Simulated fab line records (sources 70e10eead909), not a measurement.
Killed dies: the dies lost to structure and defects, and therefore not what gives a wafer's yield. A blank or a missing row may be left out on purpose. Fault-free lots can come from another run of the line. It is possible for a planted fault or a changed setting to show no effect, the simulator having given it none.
A struck lot beside a sound one	flow nandHarc	15 out of 1159 route steps
Sound: the wafers L622.1, L622.3, L622.5. The struck wafers were L627.2, L627.3, L627.6. The cause comes at the end.
Each step with rows lists, per side, the tool, then ch with its chambers, then its first start. Under that, the readings that differ: sound wafers	struck wafers	difference of the means	sigmas: that difference in standard deviations of wafers without a fault.
alike: a reading whose means differ by less than 2 such deviations, as well as words and numbers matching on both sides. not compared: withheld readings; readings where some wafer has no value; bounds like >300 that might hide an equal value; numbers whose values overlap and for which the record gives no deviation.
A row with sigmas, a row that says differs or no value, or rows on one side alone: a step with any of these is where the two part. Numbers that don't overlap but have no deviation are shown without sigmas and don't part them. A reading missing from all wafers of one side parts the sides only when that side holds two or more wafers.

first, 3 steps without rows for these wafers: NHARC_A_SGD_CUT_EXPOSE_06 (exposes mask SGD); NHARC_A_SGD_CUT_PEB_07 (peb time 65 s); NHARC_A_SGD_CUT_DEVELOP_08 (develop time 35 s).
NHARC_A_SGD_CUT_CD_MEAS_09: target cd 100 nm.
  sound on cdSem-01 ch 0, day 16 13:08; struck on cdSem-01 ch 0, day 17 06:02
  alike: cdNm
NHARC_A_SGD_CUT_OVL_MEAS_10:
  sound on overlay-02, day 16 13:13; struck on overlay-02, day 17 06:08
  alike: overlayXNm, overlayYNm
NHARC_A_SGD_CUT_INSPECT_11:
  sound on defectInspect-01, day 16 13:16; struck on defectInspect-01, day 17 06:10
  alike: rawDefectCount
NHARC_A_SGD_CUT_DESCUM_14: chemistry O2, time 3 s.
  sound on rieDiel-04 ch 1,2,3, day 16 13:19; struck on rieDiel-08 ch 1,3, day 17 06:14
  alike: drypumpMotorCurrentA, oesProductAu, rfVppV, showerheadPlenumPTorr, throttleValvePct
  not compared: rfHoursCounterH
NHARC_A_SGD_CUT_ETCH_58: etches the open film in CF4, target depth 39 nm, time 65 s.
  sound on rieDiel-04 ch 0,2,3, day 16 13:25; struck on rieDiel-08 ch 0,1,2, day 17 06:19
  alike: drypumpMotorCurrentA, oesProductAu, rfVppV, showerheadPlenumPTorr, throttleValvePct
  not compared: rfHoursCounterH
NHARC_A_SGD_CUT_ETCH_59: etches the open film in N2/H2, target depth 260 nm, time 406.25 s.
  sound: rieDiel-04 ch 0,3; struck: rieDiel-08 ch 0,2
  alike: drypumpMotorCurrentA, oesProductAu, rfVppV, showerheadPlenumPTorr, throttleValvePct
  not compared: rfHoursCounterH
NHARC_A_SGD_CUT_ETCH_15: etches the open film in CH3F/O2, target depth 75 nm, time 64.3 s.
  sound: rieDiel-04 ch 1,2; struck: rieDiel-08 ch 1,3
  alike: drypumpMotorCurrentA, oesProductAu, rfVppV, showerheadPlenumPTorr, throttleValvePct
  not compared: rfHoursCounterH
NHARC_A_SGD_CUT_ETCH_16: etches the open film in C4F8/O2/Ar, target depth 310.5 nm, time 155.2 s.
  sound: rieDiel-04 ch 1,2,3; struck: rieDiel-08 ch 0,1,2
  alike: oesProductAu, rfVppV
  not compared: rfHoursCounterH
then, 1 step without rows for these wafers: NHARC_A_SGD_CUT_STRIP_60 (strips in C4F8/O2/Ar).
NHARC_A_SGD_CUT_STRIP_17: strips in O2.
  sound on rieDiel-04 ch 1,3, day 16 14:06; struck on rieDiel-08 ch 0,2,3, day 17 07:01
  no value came back on the struck wafers for any of 7 readings (biasW (W), chamberPressureMTorr (mTorr) and others); on the sound wafers biasW (W) reads 0 0 0
  not compared: rfHoursCounterH
then, 1 step without rows for these wafers: NHARC_A_SGD_CUT_PRECLEAN_18 (cleans in SC1).
-- record jumps: 6 days between struck wafers' starts before vs after; left off in module A_SGD_CUT, resumes in module END, first step shown is number 1159 of the route --
NHARC_END_SORT_01:
  sound on prober-01 ch 0, day 22 05:11; struck on prober-02 ch 0, day 23 12:23
reading	sound	struck	difference	sigmas
killedAtArray	25 28	676 674 673	+648	+65
killedDies	25 29	677 677 677	+650	+65
  alike: killedAtOther, killedAtPeriphery, killedOpen, killedShort

== WHERE THEY PART ==
Last at NHARC_END_SORT_01 as far as this record goes, first at NHARC_A_SGD_CUT_STRIP_17.

WHY: the cause the simulator had injected
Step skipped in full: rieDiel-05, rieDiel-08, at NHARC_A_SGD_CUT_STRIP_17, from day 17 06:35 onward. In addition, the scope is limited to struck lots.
